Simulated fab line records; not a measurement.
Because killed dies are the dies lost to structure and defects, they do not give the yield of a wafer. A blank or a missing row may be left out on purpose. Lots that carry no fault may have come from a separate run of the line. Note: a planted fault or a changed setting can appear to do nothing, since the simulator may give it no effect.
What tool caused it? | flow nand harc | 37 wafers from 13 lots sampled at 4 of the route's 1302 steps

WHAT THE GAUGES SHOWED, per wafer
NHARC_P_ZERO_WELL_CD_MEAS_37: the cd target is 720 nm.
lot  | measured     | on        | cd nm (nm)
L306 | day 1 23:58  | cd sem-01 | 718.2 717.0 717.1
L307 | day 2 10:14  | cd sem-03 | 717.3 719.1 712.4
L308 | day 2 20:14  | cd sem-01 | 718.8 719.9 712.7
L309 | day 3 06:13  | cd sem-01 | 720.3 721.5 722.3
L310 | day 3 16:01  | cd sem-02 | 721.7 721.9 718.6
L312 | day 4 11:58  | cd sem-03 | 721.1 719.2 721.4
L313 | day 4 22:05  | cd sem-02 | 720.0
L316 | day 6 04:04  | cd sem-01 | 720.2 719.5 719.2
L323 | day 9 02:23  | cd sem-02 | 725.3 722.3 723.4
L324 | day 9 12:14  | cd sem-02 | 721.2 718.7 721.5
L325 | day 9 22:31  | cd sem-02 | 713.8 719.9 718.4
L327 | day 10 18:07 | cd sem-03 | 718.8 721.0 719.4
L329 | day 11 16:08 | cd sem-03 | 720.3 722.5 719.8

NHARC_P_STI_INSPECT_11.
lot  | measured     | on                | raw defect count
L306 | day 2 20:46  | defect inspect-02 | 9 6 6
L307 | day 3 05:49  | defect inspect-02 | 2 6 10
L308 | day 3 14:29  | defect inspect-02 | 6 8 4
L309 | day 4 02:51  | defect inspect-02 | 5 7 8
L310 | day 4 14:07  | defect inspect-02 | 5 7 6
L312 | day 5 05:53  | defect inspect-01 | 6 5 6
L313 | day 5 22:06  | defect inspect-01 | 2
L316 | day 6 22:41  | defect inspect-01 | 3 0 3
L323 | day 9 20:59  | defect inspect-02 | 3 3 5
L324 | day 10 09:02 | defect inspect-01 | 0 6 5
L325 | day 10 20:11 | defect inspect-01 | 5 4 8
L327 | day 11 15:19 | defect inspect-01 | 3 6 2
L329 | day 12 13:38 | defect inspect-01 | 9 8 10

WHAT TOOL EACH LOT RAN ON (gives the tool, then ch and the chambers of the sampled wafers, and finally the start)
lot  | NHARC_P_ZERO_WELL_DESCUM_26        | NHARC_P_STI_SOFTBAKE_04
L306 | rie diel-01 ch 2,3, day 1 22:37    | litho track-07 ch 0, day 2 20:00
L307 | rie diel-13 ch 0,1,2, day 2 08:45  | litho track-05 ch 0, day 3 05:00
L308 | rie diel-04 ch 0,2,3, day 2 18:47  | litho track-07 ch 0, day 3 14:00
L309 | rie diel-01 ch 0,2,3, day 3 04:46  | litho track-07 ch 0, day 4 02:00
L310 | rie diel-13 ch 0,1,2, day 3 14:40  | litho track-07 ch 0, day 4 13:00
L312 | rie diel-13 ch 2,3, day 4 10:29    | litho track-07 ch 0, day 5 05:00
L313 | rie diel-13 ch 0, day 4 20:44      | litho track-07 ch 0, day 5 21:00
L316 | rie diel-13 ch 0,1,3, day 6 02:44  | litho track-03 ch 0, day 6 22:00
L323 | rie diel-01 ch 0,2,3, day 9 00:56  | litho track-07 ch 0, day 9 20:00
L324 | rie diel-13 ch 0,2,3, day 9 10:45  | litho track-05 ch 0, day 10 08:00
L325 | rie diel-04 ch 1,2,3, day 9 21:07  | litho track-07 ch 0, day 10 19:00
L327 | rie diel-13 ch 0,1,3, day 10 16:39 | litho track-03 ch 0, day 11 14:00
L329 | rie diel-13 ch 0,1,3, day 11 14:38 | litho track-05 ch 0, day 12 13:00
- NHARC_P_ZERO_WELL_DESCUM_26: chemistry O2, time 3 s.
- NHARC_P_STI_SOFTBAKE_04: time 70 s.

WHAT THE TOOLS THEMSELVES READ (means of the sampled wafers that have a number; where no wafer has one, the mark that the record gives instead)
NHARC_P_ZERO_WELL_DESCUM_26.
lot  | tool        | drypump motor current A (A) | oes product au (a.u.) | rf vpp V (V) | showerhead plenum p Torr (Torr) | throttle valve pct (%)
L306 | rie diel-01 | 6.1                         | 1.002                 | 57.4         | 1.93                            | 11.314
L307 | rie diel-13 | 5.9                         | 1.004                 | 57.8         | 1.91                            | 11.313
L308 | rie diel-04 | 5.8                         | 1.004                 | 58.0         | 1.88                            | 11.304
L309 | rie diel-01 | 5.6                         | 1.013                 | 58.0         | 1.99                            | 11.316
L310 | rie diel-13 | 5.9                         | 1.008                 | 57.0         | 1.91                            | 11.301
L312 | rie diel-13 | 5.7                         | 0.996                 | 56.7         | 1.82                            | 11.302
L313 | rie diel-13 | 5.9                         | 1.019                 | 58.3         | 2.06                            | 11.300
L316 | rie diel-13 | 6.1                         | 1.004                 | 57.4         | 1.88                            | 11.311
L323 | rie diel-01 | 5.6                         | 1.003                 | 58.0         | 1.97                            | 11.311
L324 | rie diel-13 | 5.7                         | 0.993                 | 57.0         | 1.90                            | 11.310
L325 | rie diel-04 | 6.0                         | 1.001                 | 57.2         | 1.93                            | 11.301
L327 | rie diel-13 | 6.1                         | 0.991                 | 57.0         | 1.87                            | 11.316
L329 | rie diel-13 | 6.1                         | 0.988                 | 57.0         | 1.87                            | 11.316

NHARC_P_STI_SOFTBAKE_04.
lot  | tool           | heater power total W (W)
L306 | litho track-07 | 200.5
L307 | litho track-05 | 200.1
L308 | litho track-07 | 200.7
L309 | litho track-07 | 201.2
L310 | litho track-07 | 199.4
L312 | litho track-07 | 201.0
L313 | litho track-07 | 207.3
L316 | litho track-03 | 199.5
L323 | litho track-07 | 200.7
L324 | litho track-05 | 200.2
L325 | litho track-07 | 200.2
L327 | litho track-03 | 200.1
L329 | litho track-05 | 202.6

THE ANSWER, worked out from the rows above alone
Rule: usual is defined by the lots themselves. The widest of any qualifying gaps counts: lots, ordered by their means at a reading, are off when they make up no more than a third of the lots, leave a main group of 4 or more, and stand apart from it by 3 or more times the standard deviation of that group's means. The tables above print the reading to a certain number of digits; a main group whose means all agree to those digits is not used. A lot without any number at a reading at which 4 lots or more have one is off too. Where the step has rows for the other lots, those lots are counted as sound. First the gauges in route order, then the tools' own readings, where a lot's mean is used as printed above. The first step at which some lot is off is used, and at that step the reading that is off furthest; a lot without a number counts as furthest.
Off: L313, at NHARC_P_STI_SOFTBAKE_04 (heater power total W). Main group: mean 200.5 W, sd 0.81.
A tool fits if, at that step or a process step before it, it ran every lot that is off, and no sound lot after the first of them. None of those tried fits.

WHAT THE SIMULATOR HAD INSERTED
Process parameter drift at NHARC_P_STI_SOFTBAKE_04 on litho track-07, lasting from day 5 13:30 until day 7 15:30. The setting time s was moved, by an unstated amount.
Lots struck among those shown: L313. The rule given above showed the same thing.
